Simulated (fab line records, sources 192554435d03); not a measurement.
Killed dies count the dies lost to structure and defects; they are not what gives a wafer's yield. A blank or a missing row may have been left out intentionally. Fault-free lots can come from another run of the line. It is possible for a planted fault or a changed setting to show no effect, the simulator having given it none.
Matching of chambers :: flow n5-finfet :: N5_BEOL_M7_PECVD_70 on pecvd-01: 3 sister chambers
The step deposits SiO2 from TEOS/O2, target thk 20 nm, time 22.7 s. 14 wafers are shown with their chamber, then 7 later ones without.

== WAFERS, EACH WITH ITS CHAMBER ==
wafer: L076.2
chamber: 1
showerhead-plenum-p-Torr (Torr): 8.91
throttle-valve-pct (%): 23.5
heater-power-w (W): 868

wafer: L076.4
chamber: 0
showerhead-plenum-p-Torr (Torr): 8.62
throttle-valve-pct (%): 22.8
heater-power-w (W): 611

wafer: L076.5
chamber: 2
showerhead-plenum-p-Torr (Torr): 8.62
throttle-valve-pct (%): 21.2
heater-power-w (W): 687

wafer: L078.4
chamber: 1
showerhead-plenum-p-Torr (Torr): 8.95
throttle-valve-pct (%): 23.5
heater-power-w (W): 824

wafer: L078.5
chamber: 2
showerhead-plenum-p-Torr (Torr): 8.64
throttle-valve-pct (%): 21.5
heater-power-w (W): 805

wafer: L078.6
chamber: 0
showerhead-plenum-p-Torr (Torr): 8.64
throttle-valve-pct (%): 22.7
heater-power-w (W): 684

wafer: L080.2
chamber: 2
showerhead-plenum-p-Torr (Torr): 8.63
throttle-valve-pct (%): 21.4
heater-power-w (W): 766

wafer: L080.3
chamber: 0
showerhead-plenum-p-Torr (Torr): 8.62
throttle-valve-pct (%): 22.9
heater-power-w (W): 632

wafer: L080.5
chamber: 1
showerhead-plenum-p-Torr (Torr): 8.92
throttle-valve-pct (%): 23.3
heater-power-w (W): 730

wafer: L082.1
chamber: 1
showerhead-plenum-p-Torr (Torr): 8.91
throttle-valve-pct (%): 23.4
heater-power-w (W): 767

wafer: L082.4
chamber: 1
showerhead-plenum-p-Torr (Torr): 8.89
throttle-valve-pct (%): 23.4
heater-power-w (W): 760

wafer: L082.6
chamber: 2
showerhead-plenum-p-Torr (Torr): 8.61
throttle-valve-pct (%): 21.1
heater-power-w (W): 778

wafer: L084.2
chamber: 0
showerhead-plenum-p-Torr (Torr): 8.64
throttle-valve-pct (%): 22.9
heater-power-w (W): 687

wafer: L084.5
chamber: 0
showerhead-plenum-p-Torr (Torr): 8.62
throttle-valve-pct (%): 23.2
heater-power-w (W): 677

SIGNATURES (averages over the wafers above)
reading: showerhead-plenum-p-Torr
chamber 0: 8.6280
chamber 1: 8.9160
chamber 2: 8.6250
scatter within a chamber: 0.0162

reading: throttle-valve-pct
chamber 0: 22.900
chamber 1: 23.420
chamber 2: 21.300
scatter within a chamber: 0.156

reading: heater-power-w
chamber 0: 658.20
chamber 1: 789.80
chamber 2: 759.00
scatter within a chamber: 47.4
Rule: a wafer's distance from a chamber is the root of the sum, over the readings, of the square of ((its reading less the chamber's mean) divided by the reading's scatter). The wafer belongs to the nearest chamber; if the next one is less than 2 further off, it can't be placed. How the scatter is found: for the shown wafers, subtract from each reading the mean of its chamber, square and add these, divide the total by (wafers less chambers), then take the root.

== WAFERS WITH NO CHAMBER GIVEN ==
wafer: L084.6
showerhead-plenum-p-Torr (Torr): 8.62
throttle-valve-pct (%): 21.4
heater-power-w (W): 683

wafer: L086.2
showerhead-plenum-p-Torr (Torr): 8.61
throttle-valve-pct (%): 21.4
heater-power-w (W): 668

wafer: L086.4
showerhead-plenum-p-Torr (Torr): 8.94
throttle-valve-pct (%): 23.4
heater-power-w (W): 800

wafer: L086.5
showerhead-plenum-p-Torr (Torr): 8.62
throttle-valve-pct (%): 21.2
heater-power-w (W): 686

wafer: L093.1
showerhead-plenum-p-Torr (Torr): 8.94
throttle-valve-pct (%): 23.5
heater-power-w (W): 798

wafer: L093.2
showerhead-plenum-p-Torr (Torr): 8.63
throttle-valve-pct (%): 23.0
heater-power-w (W): 706

wafer: L093.6
showerhead-plenum-p-Torr (Torr): 8.94
throttle-valve-pct (%): 23.6
heater-power-w (W): 771

== WHICH CHAMBER EACH ONE RAN IN ==
wafer: L084.6
from the rows above: 2
in truth: 2

wafer: L086.2
from the rows above: 2
in truth: 2

wafer: L086.4
from the rows above: 1
in truth: 1

wafer: L086.5
from the rows above: 2
in truth: 2

wafer: L093.1
from the rows above: 1
in truth: 1

wafer: L093.2
from the rows above: 0
in truth: 0

wafer: L093.6
from the rows above: 1
in truth: 1
Placed correctly: 7 of 7. Left unplaced by these rows: 0. Number placed wrongly: 0.
